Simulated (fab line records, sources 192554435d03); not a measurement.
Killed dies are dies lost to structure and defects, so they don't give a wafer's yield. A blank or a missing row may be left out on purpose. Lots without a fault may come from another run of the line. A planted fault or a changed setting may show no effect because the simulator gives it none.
fab line records | flow n5_finfet
record lots=24 wafers=72 last_day=22
route steps=1938 shown BEOL_M8@1366 BEOL_M9@1405
lots that met no fault: from a run of the same line without faults
start_h: hours from the record's first day to the start of the lot's first wafer shown | wait_h: hours since the lot's step before | " the same as in the row above | L1.1+2: a row that stands for several wafers | - no value, or no start given | * or withheld: withheld | < > ~ a bound
route shown NAME@n: a module of which the file shows steps, and the number in the route of the first | usual: mean/standard deviation of fault-free wafers | same: alike in all rows | chamber/n: place in a boat | sites: the reading at each site | _std_site: their standard deviation | _edge_site: outer sites' mean less inner sites' | radius_mm: how far each site lies from the wafer's centre | mask NAME#n: copy n | behind: the tool/chamber that last shaped the wafer | hold: why the lot was held/for how many hours/how that ended | device: the transistor (n, p or np) that didn't switch | end of line: the same wafers' tests at the end of the route | a step without rows: its recipe alone | killed: dies lost to structure and defects at the first sort, not the wafer's yield | map: a wafer's dies, x killed, . not, _ none there
set.NAME: the setting as run; set.NAME@STEP: as run at that earlier step | model.NAME: the simulator's own value behind a step, which no gauge read
steps of the route over a sample of lots; a table a step, a row a wafer
services: from which hour (start_h, from the record's first day; less than 0 if before it) a tool's chamber was out of use, for how many hours, and why
## steps
# step N5_BEOL_M8_OVL_MEAS_29
# recipe points_per_wafer=522
# usual V7_OVL=-0.6/0.68
# columns lot.wafer tool chamber start_h wait_h V7_OVL[nm]
L074.1 overlay-01 0 224.60 0.0 -0.5
L074.3 " 0 " " -0.5
L074.5 " 0 " " 0.4
L075.2 overlay-01 0 251.44 0.0 -0.2
L075.4 " 0 " " 1.0
L075.5 " 0 " " 0.9
L077.1 overlay-02 0 262.48 0.0 -0.9
L077.4 " 0 " " -0.8
L077.6 " 0 " " -0.6
L076.4 overlay-01 0 271.14 0.0 -1.7
L076.5 " 0 " " -1.1
L076.6 " 0 " " -1.4
L078.4 overlay-01 0 280.31 0.0 -0.4
L078.5 " 0 " " -1.0
L078.6 " 0 " " -0.7
L079.1 overlay-01 0 283.04 0.0 -1.3
L079.3 " 0 " " -0.6
L079.4 " 0 " " -1.0
L080.3 overlay-01 0 295.10 0.0 -0.9
L080.4 " 0 " " -1.0
L080.5 " 0 " " -1.9
L081.1 overlay-01 0 330.23 0.0 -1.9
L081.2 " 0 " " -0.1
L081.4 " 0 " " -0.6
L083.2 overlay-01 0 352.09 0.0 -0.8
L083.3 " 0 " " -0.7
L083.4 " 0 " " -0.7
L084.4 overlay-01 0 352.19 0.0 1.0
L084.5 " 0 " " -0.2
L084.6 " 0 " " 0.0
L085.1 overlay-02 0 360.33 0.0 -0.7
L085.2 " 0 " " -1.2
L085.6 " 0 " " -1.2
L086.3 overlay-01 0 371.83 0.0 -0.1
L086.5 " 0 " " -0.7
L086.6 " 0 " " 0.0
L087.2 overlay-01 0 381.33 0.0 -0.7
L087.4 " 0 " " -0.4
L087.6 " 0 " " -0.8
L090.3 overlay-02 0 382.83 0.0 -1.5
L090.5 " 0 " " -1.3
L090.6 " 0 " " -1.2
L088.2 overlay-01 0 394.17 0.0 0.4
L088.5 " 0 " " -0.2
L088.6 " 0 " " -0.8
L095.4 overlay-02 0 408.17 0.0 0.4
L095.5 " 0 " " 1.1
L095.6 " 0 " " 1.3
L097.3 overlay-01 0 408.21 0.0 -0.6
L097.4 " 0 " " -1.2
L097.5 " 0 " " -0.9
L091.1 overlay-01 0 414.31 0.0 0.1
L091.2 " 0 " " -1.0
L091.3 " 0 " " -0.5
L092.1 overlay-02 0 423.92 0.0 -0.5
L092.2 " 0 " " -0.8
L092.5 " 0 " " -0.5
L089.1 overlay-01 0 431.84 0.0 0.3
L089.2 " 0 " " -0.1
L089.3 " 0 " " -1.0
L094.1 overlay-02 0 431.91 0.0 -1.1
L094.5 " 0 " " -1.2
L094.6 " 0 " " -1.0
L093.1 overlay-01 0 432.08 0.0 0.2
L093.4 " 0 " " -0.2
L093.5 " 0 " " -1.0
L082.1 overlay-01 0 439.53 0.0 -1.9
L082.3 " 0 " " -2.0
L082.6 " 0 " " -1.5
L096.3 overlay-01 0 440.45 0.0 -0.3
L096.4 " 0 " " -0.3
L096.6 " 0 " " -0.7
# step N5_BEOL_M8_ETCH_65
# recipe chemistry=CF4 target=SiARC target_depth_a=156 mask_material=CAR-EUV time_s=26 ion_energy_ev=80 pressure_mtorr=40 source_w=545 bias_w=36 Ar_flow_sccm=100 cf4_flow_sccm=100 ends=cleared
# usual drypump_motor_current_A=5.7/0.34 etch_rf_on_time_s=26.2/0.43 oes_product_au=0.68/0.074 rf_fwd_power_W=532.8/2.5 rf_vpp_V=184.5/1.2 showerhead_plenum_p_Torr=2.17/0.079 throttle_valve_pct=15.64/0.19
# columns lot.wafer tool chamber start_h wait_h drypump_motor_current_A etch_rf_on_time_s oes_product_au rf_fwd_power_W rf_hours_counter_h rf_vpp_V showerhead_plenum_p_Torr throttle_valve_pct
L074.1 rie_diel-02 2 224.75 0.0 5.6 26.1 0.66 531.0 112 185.5 2.24 15.70
L074.3 " 0 " " 5.6 26.3 0.59 537.4 208 182.6 2.04 15.66
L074.5 " 1 " " 5.7 25.8 0.63 531.6 - 185.7 2.21 15.65
L075.2 rie_diel-02 3 251.58 0.0 5.6 27.0 0.63 529.8 170 181.6 2.05 15.81
L075.4 " 1 " " 5.8 26.0 0.63 535.1 - 184.7 2.21 15.67
L075.5 " 3 " " 5.6 26.7 0.64 530.8 - 182.2 2.05 15.82
L077.1 rie_diel-02 1 262.62 0.0 5.8 25.6 0.62 533.4 194 184.6 2.21 15.66
L077.4 " 3 " " 5.6 26.6 0.63 531.0 173 183.5 2.05 15.83
L077.6 " 1 " " 5.8 25.8 0.61 531.5 - 184.2 2.21 15.67
L076.4 rie_diel-04 0 271.27 0.0 6.1 25.6 0.77 534.3 34 184.5 2.27 15.47
L076.5 " 1 " " 5.6 26.5 0.72 529.6 - 183.3 2.08 15.73
L076.6 " 2 " " 5.1 26.8 0.56 532.9 - 184.5 2.11 15.82
L078.4 rie_diel-04 2 280.48 0.0 5.1 26.6 0.58 531.2 247 181.8 2.11 15.83
L078.5 " 2 " " 5.1 26.5 0.57 527.9 - 183.4 2.11 15.83
L078.6 " 3 " " 5.1 25.5 0.81 535.4 - 184.4 2.18 15.38
L079.1 rie_diel-02 2 283.20 0.0 5.6 25.9 0.66 530.0 132 184.9 2.23 15.71
L079.3 " 1 " " 5.7 25.7 0.61 531.8 201 186.2 2.21 15.68
L079.4 " 3 " " 5.6 26.7 0.63 533.6 180 181.8 2.05 15.84
L080.3 rie_diel-02 2 295.23 0.0 5.7 25.7 0.66 532.3 136 185.0 2.23 15.72
L080.4 " 0 " " 5.6 25.8 0.60 536.9 230 185.0 2.04 15.70
L080.5 " 2 " " 5.7 25.6 0.66 533.0 - 184.9 2.23 15.72
L081.1 rie_diel-05 1 330.37 0.0 5.4 25.9 0.74 536.5 46 185.3 2.26 15.36
L081.2 " 2 " " 5.8 25.7 0.80 531.2 12 184.7 2.18 15.57
L081.4 " 0 " " 6.3 26.1 0.72 532.1 61 184.4 2.17 15.55
L083.2 rie_diel-04 1 352.22 0.0 5.5 26.5 0.69 534.6 98 183.7 2.07 15.79
L083.3 " 2 " " 5.2 25.7 0.80 534.6 11 184.3 2.10 15.34
L083.4 " 3 " " 5.1 25.7 0.76 533.1 37 183.8 2.18 15.42
L084.4 rie_diel-02 3 352.50 0.0 5.6 27.1 0.61 531.5 201 183.2 2.04 15.88
L084.5 " 0 " " 5.6 26.6 0.57 536.5 - 181.5 2.03 15.72
L084.6 " 1 " " 5.8 26.3 0.60 533.6 - 185.8 2.20 15.74
L085.1 rie_diel-04 2 360.47 0.0 5.1 25.7 0.79 529.2 14 183.3 2.10 15.36
L085.2 " 3 " " 5.2 26.1 0.77 531.1 41 185.9 2.17 15.43
L085.6 " 0 " " 6.1 25.8 0.74 530.5 - 185.5 2.26 15.50
L086.3 rie_diel-05 3 372.01 0.0 6.6 26.5 0.58 530.5 245 184.8 2.19 15.85
L086.5 " 2 " " 5.8 25.8 0.78 534.8 - 185.4 2.18 15.58
L086.6 " 1 " " 5.4 25.9 0.73 536.8 - 184.8 2.26 15.37
L087.2 rie_diel-02 3 381.47 0.0 5.6 27.1 0.61 532.5 210 182.8 2.04 15.90
L087.4 " 3 " " 5.6 27.0 0.61 530.7 - 183.5 2.04 15.89
L087.6 " 2 " " 5.7 26.2 0.63 531.1 - 185.2 2.22 15.78
L090.3 rie_diel-05 1 382.96 0.0 5.4 26.2 0.72 536.8 56 186.9 2.26 15.38
L090.5 " 1 " " 5.4 26.2 0.73 533.9 - 185.1 2.26 15.40
L090.6 " 3 " " 6.7 26.7 0.57 532.7 - 184.5 2.19 15.87
L088.2 rie_diel-05 3 394.42 0.0 6.6 26.6 0.57 538.3 253 185.5 2.19 15.88
L088.5 " 3 " " 6.6 26.3 0.57 535.3 - 183.9 2.19 15.88
L088.6 " 1 " " 5.4 25.9 0.72 535.0 - 186.1 2.26 15.40
L095.4 rie_diel-04 2 408.31 0.0 5.2 25.7 0.77 531.2 - 182.7 2.10 15.39
L095.5 " 1 " " 5.5 26.3 0.69 532.7 - 183.4 2.06 15.82
L095.6 " 3 " " 5.1 25.4 0.76 535.1 - 184.5 2.17 15.45
L097.3 rie_diel-05 2 408.38 0.0 5.8 25.8 0.75 529.7 33 185.5 2.18 15.61
L097.4 " 0 " " 6.3 26.6 0.70 534.1 - 185.7 2.16 15.57
L097.5 " 2 " " 5.8 25.9 0.76 530.3 - 185.1 2.18 15.62
L091.1 rie_diel-05 2 414.62 0.0 5.7 25.6 0.75 532.2 36 184.0 2.18 15.60
L091.2 " 0 " " 6.3 26.3 0.70 532.5 77 185.4 2.16 15.58
L091.3 " 1 " " 5.4 26.2 0.71 536.3 69 183.9 2.26 15.42
L092.1 rie_diel-05 0 424.06 0.0 6.3 26.8 0.69 529.8 81 185.9 2.16 15.58
L092.2 " 2 " " 5.8 26.0 0.74 530.5 39 184.2 2.17 15.61
L092.5 " 0 " " 6.3 26.7 0.69 533.0 - 186.2 2.16 15.59
L089.1 rie_diel-02 3 432.33 0.0 5.6 27.0 0.60 530.3 228 182.8 2.03 15.93
L089.2 " 2 " " 5.6 25.9 0.63 532.2 181 184.2 2.21 15.82
L089.3 " 1 " " 5.7 26.1 0.58 531.5 248 184.0 2.19 15.78
L094.1 rie_diel-04 3 432.63 0.0 5.1 26.1 0.73 530.9 62 184.6 2.17 15.49
L094.5 " 0 " " 6.1 25.6 0.71 533.0 - 184.3 2.25 15.54
L094.6 " 3 " " 5.1 25.9 0.74 532.0 - 185.3 2.17 15.48
L093.1 rie_diel-02 1 432.73 0.0 5.8 26.5 0.58 531.4 248 184.6 2.19 15.79
L093.4 " 0 " " 5.6 26.3 0.80 535.8 13 185.1 2.28 15.24
L093.5 " 2 " " 5.6 26.3 0.62 531.8 - 184.9 2.21 15.83
L082.1 rie_diel-02 3 439.68 0.0 5.6 26.9 0.59 528.5 231 182.3 2.03 15.93
L082.3 " 0 " " 5.6 25.8 0.80 536.0 15 187.3 2.28 15.25
L082.6 " 3 " " 5.6 26.9 0.59 530.6 - 183.8 2.03 15.93
L096.3 rie_diel-02 3 440.95 0.0 5.6 26.9 0.60 527.7 232 185.0 2.03 15.94
L096.4 " 0 " " 5.6 26.1 0.80 538.0 - 185.6 2.28 15.26
L096.6 " 2 " " 5.7 26.4 0.63 529.8 - 183.2 2.21 15.81
# step N5_BEOL_M8_PRE_CLEAN_45
# recipe gas=H2/He time_s=30 temp_c=250
# usual heater_power_w=320/29 susceptor_temp_C=249.97/0.19
# columns lot.wafer tool chamber start_h wait_h heater_power_w susceptor_temp_C
L074.1 pvd_sputter-02 - 226.18 0.0 310 249.92
L074.3 " - " " 369 250.34
L074.5 " - " " 310 250.09
L075.2 pvd_sputter-02 - 253.42 0.0 291 249.65
L075.4 " - " " 313 250.20
L075.5 " - " " 347 249.79
L077.1 pvd_sputter-01 - 263.93 0.0 338 249.99
L077.4 " - " " 286 249.97
L077.6 " - " " 329 250.22
L076.4 pvd_sputter-01 - 272.20 0.0 330 249.96
L076.5 " - " " 326 250.16
L076.6 " - " " 287 250.22
L078.4 pvd_sputter-02 - 281.76 0.0 378 250.02
L078.5 " - " " 355 249.92
L078.6 " - " " 306 249.72
L079.1 pvd_sputter-01 - 285.67 0.0 295 249.96
L079.3 " - " " 281 250.15
L079.4 " - " " 335 249.85
L080.3 pvd_sputter-02 - 296.42 0.0 306 250.01
L080.4 " - " " 368 250.02
L080.5 " - " " 294 249.89
L081.1 pvd_sputter-02 - 331.38 0.0 291 250.15
L081.2 " - " " 341 249.77
L081.4 " - " " 292 250.01
L083.2 pvd_sputter-01 - 353.28 0.0 335 250.11
L083.3 " - " " 337 249.88
L083.4 " - " " 281 249.81
L084.4 pvd_sputter-03 - 353.99 0.0 354 250.11
L084.5 " - " " 360 249.97
L084.6 " - " " 356 249.91
L085.1 pvd_sputter-03 - 361.48 0.0 318 250.17
L085.2 " - " " 352 249.87
L085.6 " - " " 283 249.97
L086.3 pvd_sputter-02 - 372.95 0.0 350 249.91
L086.5 " - " " 313 249.88
L086.6 " - " " 305 250.38
L087.2 pvd_sputter-01 - 382.40 0.0 289 249.78
L087.4 " - " " 334 250.01
L087.6 " - " " 329 249.82
L090.3 pvd_sputter-01 - 384.49 0.0 331 250.12
L090.5 " - " " 286 249.61
L090.6 " - " " 337 249.86
L088.2 pvd_sputter-02 - 395.44 0.0 352 250.31
L088.5 " - " " 339 250.20
L088.6 " - " " 288 249.84
L095.4 pvd_sputter-01 - 409.52 0.0 337 250.04
L095.5 " - " " 320 249.93
L095.6 " - " " 292 249.99
L097.3 pvd_sputter-01 - 409.60 0.0 334 250.05
L097.4 " - " " 294 250.07
L097.5 " - " " 333 250.20
L091.1 pvd_sputter-01 - 415.71 0.0 287 249.88
L091.2 " - " " 290 250.08
L091.3 " - " " 331 250.00
L092.1 pvd_sputter-02 - 425.17 0.0 366 249.88
L092.2 " - " " 345 250.47
L092.5 " - " " 359 250.03
L089.1 pvd_sputter-01 - 433.48 0.0 287 249.90
L089.2 " - " " 336 249.60
L089.3 " - " " 335 249.94
L094.1 pvd_sputter-01 - 433.66 0.0 329 250.05
L094.5 " - " " 336 250.28
L094.6 " - " " 288 249.75
L093.1 pvd_sputter-03 - 434.36 0.0 318 250.15
L093.4 " - " " 294 249.82
L093.5 " - " " 365 249.62
L082.1 pvd_sputter-03 - 441.26 0.0 376 250.19
L082.3 " - " " 362 250.24
L082.6 " - " " 317 250.00
L096.3 pvd_sputter-03 - 442.14 0.0 290 250.45
L096.4 " - " " 318 250.03
L096.6 " - " " 304 250.09
# step N5_BEOL_M8_SURFACE_TREAT_79
# recipe gas=Ar time_s=* ion_energy_ev=* ion_current_ma_cm2=0.5 pressure_mtorr=* ar_flow_sccm=30
# usual pressure_mtorr=* throttle_valve_pct=*
# columns lot.wafer tool chamber start_h wait_h pressure_mtorr throttle_valve_pct
L074.1 pvd_sputter-02 - 226.52 0.2 * *
L074.3 " - " " * *
L074.5 " - " " * *
L075.2 pvd_sputter-02 - 253.77 0.2 * *
L075.4 " - " " * *
L075.5 " - " " * *
L077.1 pvd_sputter-02 - 265.59 1.2 * *
L077.4 " - " " * *
L077.6 " - " " * *
L076.4 pvd_sputter-01 - 274.20 1.6 * *
L076.5 " - " " * *
L076.6 " - " " * *
L078.4 pvd_sputter-02 - 282.10 0.2 * *
L078.5 " - " " * *
L078.6 " - " " * *
L079.1 pvd_sputter-01 - 286.01 0.2 * *
L079.3 " - " " * *
L079.4 " - " " * *
L080.3 pvd_sputter-02 - 296.77 0.2 * *
L080.4 " - " " * *
L080.5 " - " " * *
L081.1 pvd_sputter-02 - 331.74 0.2 * *
L081.2 " - " " * *
L081.4 " - " " * *
L083.2 pvd_sputter-02 - 353.85 0.4 * *
L083.3 " - " " * *
L083.4 " - " " * *
L084.4 pvd_sputter-03 - 354.51 0.3 * *
L084.5 " - " " * *
L084.6 " - " " * *
L085.1 pvd_sputter-01 - 361.96 0.3 * *
L085.2 " - " " * *
L085.6 " - " " * *
L086.3 pvd_sputter-01 - 373.29 0.2 * *
L086.5 " - " " * *
L086.6 " - " " * *
L087.2 pvd_sputter-01 - 384.33 1.7 * *
L087.4 " - " " * *
L087.6 " - " " * *
L090.3 pvd_sputter-02 - 384.85 0.2 * *
L090.5 " - " " * *
L090.6 " - " " * *
L088.2 pvd_sputter-02 - 396.12 0.4 * *
L088.5 " - " " * *
L088.6 " - " " * *
L095.4 pvd_sputter-02 - 409.90 0.1 * *
L095.5 " - " " * *
L095.6 " - " " * *
L097.3 pvd_sputter-03 - 410.13 0.2 * *
L097.4 " - " " * *
L097.5 " - " " * *
L091.1 pvd_sputter-03 - 416.28 0.4 * *
L091.2 " - " " * *
L091.3 " - " " * *
L092.1 pvd_sputter-01 - 425.52 0.2 * *
L092.2 " - " " * *
L092.5 " - " " * *
L089.1 pvd_sputter-01 - 433.90 0.2 * *
L089.2 " - " " * *
L089.3 " - " " * *
L094.1 pvd_sputter-03 - 434.10 0.2 * *
L094.5 " - " " * *
L094.6 " - " " * *
L093.1 pvd_sputter-01 - 434.78 0.2 * *
L093.4 " - " " * *
L093.5 " - " " * *
L082.1 pvd_sputter-03 - 441.78 0.2 * *
L082.3 " - " " * *
L082.6 " - " " * *
L096.3 pvd_sputter-02 - 442.61 0.3 * *
L096.4 " - " " * *
L096.6 " - " " * *
# step N5_BEOL_M9_HM_DEP_02
# recipe material=TiN target_thk_a=200 temp_c=25 chamber_pressure_pa=0.49996
# usual substrate_temp_c=24.99/0.12 susceptor_temp_C=25.01/0.11 throttle_valve_pct=29.6/1.1
# columns lot.wafer tool chamber start_h wait_h substrate_temp_c susceptor_temp_C throttle_valve_pct
L074.1 pvd_sputter-01 - 228.78 0.4 24.92 25.00 29.8
L074.3 " - " " 24.80 24.86 31.2
L074.5 " - " " 24.91 24.90 28.4
L075.2 pvd_sputter-02 - 257.90 0.2 24.88 25.18 28.9
L075.4 " - " " 24.97 25.01 31.0
L075.5 " - " " 25.15 24.89 28.7
L077.1 pvd_sputter-02 - 267.45 0.0 24.88 24.99 30.9
L077.4 " - " " 25.08 25.07 30.1
L077.6 " - " " 24.92 24.93 30.9
L076.4 pvd_sputter-01 - 277.16 0.4 24.88 25.03 28.6
L076.5 " - " " 25.02 25.08 31.7
L076.6 " - " " 25.09 25.19 29.4
L078.4 pvd_sputter-01 - 285.71 1.7 24.93 25.37 28.4
L078.5 " - " " 24.82 25.13 28.3
L078.6 " - " " 25.09 25.11 31.7
L079.1 pvd_sputter-01 - 288.38 0.0 24.93 25.00 30.2
L079.3 " - " " 25.12 24.88 29.5
L079.4 " - " " 24.90 24.93 28.3
L080.3 pvd_sputter-01 - 299.66 1.0 24.97 25.11 28.3
L080.4 " - " " 25.15 25.11 30.2
L080.5 " - " " 24.97 24.93 29.4
L081.1 pvd_sputter-02 - 335.08 0.6 25.33 25.05 28.5
L081.2 " - " " 24.89 25.27 28.7
L081.4 " - " " 24.89 25.03 28.6
L083.2 pvd_sputter-02 - 357.18 1.5 25.00 24.99 28.4
L083.3 " - " " 24.99 25.07 31.0
L083.4 " - " " 24.88 25.17 28.9
L084.4 pvd_sputter-01 - 358.18 0.8 25.24 24.93 28.6
L084.5 " - " " 25.09 25.21 28.7
L084.6 " - " " 24.97 25.12 31.1
L085.1 pvd_sputter-01 - 367.58 1.9 25.15 25.08 30.1
L085.2 " - " " 25.08 25.01 31.5
L085.6 " - " " 25.08 25.23 28.7
L086.3 pvd_sputter-03 - 376.51 0.8 25.18 24.98 29.4
L086.5 " - " " 25.14 25.12 29.4
L086.6 " - " " 24.90 25.03 27.9
L087.2 pvd_sputter-02 - 387.33 0.6 25.07 24.82 28.8
L087.4 " - " " 25.11 24.97 31.1
L087.6 " - " " 25.02 24.95 31.3
L090.3 pvd_sputter-02 - 387.43 0.6 24.97 24.95 30.0
L090.5 " - " " 25.00 25.07 30.1
L090.6 " - " " 24.73 24.98 31.2
L088.2 pvd_sputter-03 - 399.05 0.0 24.73 24.85 28.0
L088.5 " - " " 25.01 24.91 29.5
L088.6 " - " " 24.91 25.12 28.1
L095.4 pvd_sputter-01 - 415.07 1.9 24.99 25.05 28.6
L095.5 " - " " 25.09 25.00 29.4
L095.6 " - " " 24.82 25.17 31.3
L097.3 pvd_sputter-02 - 415.12 2.0 24.96 24.87 31.1
L097.4 " - " " 25.12 24.99 30.0
L097.5 " - " " 24.92 24.90 30.8
L091.1 pvd_sputter-01 - 419.09 0.3 25.06 25.09 29.2
L091.2 " - " " 24.91 25.12 30.1
L091.3 " - " " 25.05 25.09 31.6
L092.1 pvd_sputter-02 - 428.16 0.8 24.95 25.06 28.6
L092.2 " - " " 24.98 25.04 30.1
L092.5 " - " " 25.09 25.03 30.3
L089.1 pvd_sputter-03 - 437.42 0.8 24.84 25.08 28.9
L089.2 " - " " 24.89 24.92 28.6
L089.3 " - " " 25.10 25.11 28.1
L094.1 pvd_sputter-03 - 437.60 0.8 25.16 25.09 28.0
L094.5 " - " " 25.16 25.00 28.5
L094.6 " - " " 24.85 24.92 29.3
L093.1 pvd_sputter-03 - 440.30 2.2 25.13 24.91 28.9
L093.4 " - " " 24.94 25.06 28.0
L093.5 " - " " 25.04 24.88 28.8
L082.1 pvd_sputter-03 - 445.36 1.6 24.88 25.04 28.8
L082.3 " - " " 25.08 24.92 28.9
L082.6 " - " " 24.91 25.03 29.5
L096.3 pvd_sputter-02 - 446.07 0.3 25.14 24.86 28.6
L096.4 " - " " 24.97 24.69 30.0
L096.6 " - " " 25.01 25.09 30.8
# step N5_BEOL_M9_OVL_MEAS_12
# recipe points_per_wafer=44
# usual M9_OVL=-0.3/0.81
# columns lot.wafer tool chamber start_h wait_h M9_OVL[nm]
L074.1 overlay-01 0 229.31 0.0 -1.2
L074.3 " 0 " " -0.5
L074.5 " 0 " " 0.0
L075.2 overlay-02 0 258.43 0.0 -2.4
L075.4 " 0 " " -1.5
L075.5 " 0 " " -0.6
L077.1 overlay-02 0 267.98 0.0 -0.1
L077.4 " 0 " " -0.8
L077.6 " 0 " " 0.0
L076.4 overlay-02 0 277.56 0.0 -0.7
L076.5 " 0 " " -0.9
L076.6 " 0 " " 1.2
L078.4 overlay-01 0 286.11 0.0 0.3
L078.5 " 0 " " -1.3
L078.6 " 0 " " -0.7
L079.1 overlay-02 0 288.78 0.0 -0.3
L079.3 " 0 " " -0.9
L079.4 " 0 " " -0.7
L080.3 overlay-02 0 300.06 0.0 -0.2
L080.4 " 0 " " -0.4
L080.5 " 0 " " -0.4
L081.1 overlay-02 0 335.48 0.0 0.1
L081.2 " 0 " " 0.2
L081.4 " 0 " " -0.3
L083.2 overlay-01 0 357.58 0.0 -1.0
L083.3 " 0 " " -1.0
L083.4 " 0 " " -1.0
L084.4 overlay-02 0 358.58 0.0 -0.1
L084.5 " 0 " " -0.9
L084.6 " 0 " " 0.8
L085.1 overlay-02 0 368.11 0.0 -0.5
L085.2 " 0 " " 0.6
L085.6 " 0 " " -0.7
L086.3 overlay-01 0 377.04 0.0 -0.4
L086.5 " 0 " " -0.9
L086.6 " 0 " " 0.6
L087.2 overlay-01 0 387.87 0.0 -0.9
L087.4 " 0 " " -2.0
L087.6 " 0 " " -0.5
L090.3 overlay-02 0 387.91 0.0 2.3
L090.5 " 0 " " 1.3
L090.6 " 0 " " 0.1
L088.2 overlay-02 0 399.58 0.0 -0.9
L088.5 " 0 " " -0.9
L088.6 " 0 " " 0.0
L095.4 overlay-02 0 415.59 0.0 0.5
L095.5 " 0 " " -0.8
L095.6 " 0 " " 0.6
L097.3 overlay-01 0 415.76 0.0 -0.6
L097.4 " 0 " " 1.1
L097.5 " 0 " " -0.6
L091.1 overlay-01 0 419.49 0.0 -0.1
L091.2 " 0 " " -0.1
L091.3 " 0 " " 0.1
L092.1 overlay-02 0 428.69 0.0 0.0
L092.2 " 0 " " 1.4
L092.5 " 0 " " -0.7
L089.1 overlay-02 0 437.94 0.0 -0.9
L089.2 " 0 " " -0.5
L089.3 " 0 " " -1.6
L094.1 overlay-02 0 438.12 0.0 -0.9
L094.5 " 0 " " -0.2
L094.6 " 0 " " 1.0
L093.1 overlay-02 0 440.82 0.0 -1.5
L093.4 " 0 " " -0.5
L093.5 " 0 " " -2.3
L082.1 overlay-01 0 445.76 0.0 0.0
L082.3 " 0 " " 0.4
L082.6 " 0 " " -0.2
L096.3 overlay-02 0 446.61 0.0 -0.2
L096.4 " 0 " " 1.1
L096.6 " 0 " " 1.4
## services
# columns tool chamber start_h hours kind
rie_diel-02 - 238.40 0.2 repair
rie_diel-02 0 251.28 2.0 repair
rie_diel-05 2 261.55 - clean
rie_diel-05 2 261.55 - consumable_replace:focus_ring
pvd_sputter-03 - 273.75 1.9 repair
rie_diel-05 1 333.99 5.9 repair
rie_diel-02 3 335.79 4.6 repair
rie_diel-02 0 365.28 - clean
rie_diel-02 0 365.28 - consumable_replace:focus_ring
rie_diel-02 0 365.28 - consumable_replace:showerhead
rie_diel-02 0 365.28 24.1 scheduled_down
rie_diel-02 0 365.28 24.1 vent_cycle
pvd_sputter-03 - 368.86 6.0 repair
rie_diel-04 3 382.33 7.4 repair
rie_diel-04 0 393.93 4.7 repair
rie_diel-05 3 401.01 - clean
rie_diel-05 3 401.01 - consumable_replace:focus_ring
rie_diel-05 3 401.01 23.6 scheduled_down
rie_diel-05 3 401.01 23.6 vent_cycle
rie_diel-04 0 401.55 15.5 repair
rie_diel-02 0 421.32 2.2 repair
pvd_sputter-01 - 437.04 27.5 repair
rie_diel-02 1 438.42 - clean
rie_diel-02 1 438.42 - consumable_replace:focus_ring
## key
fault none
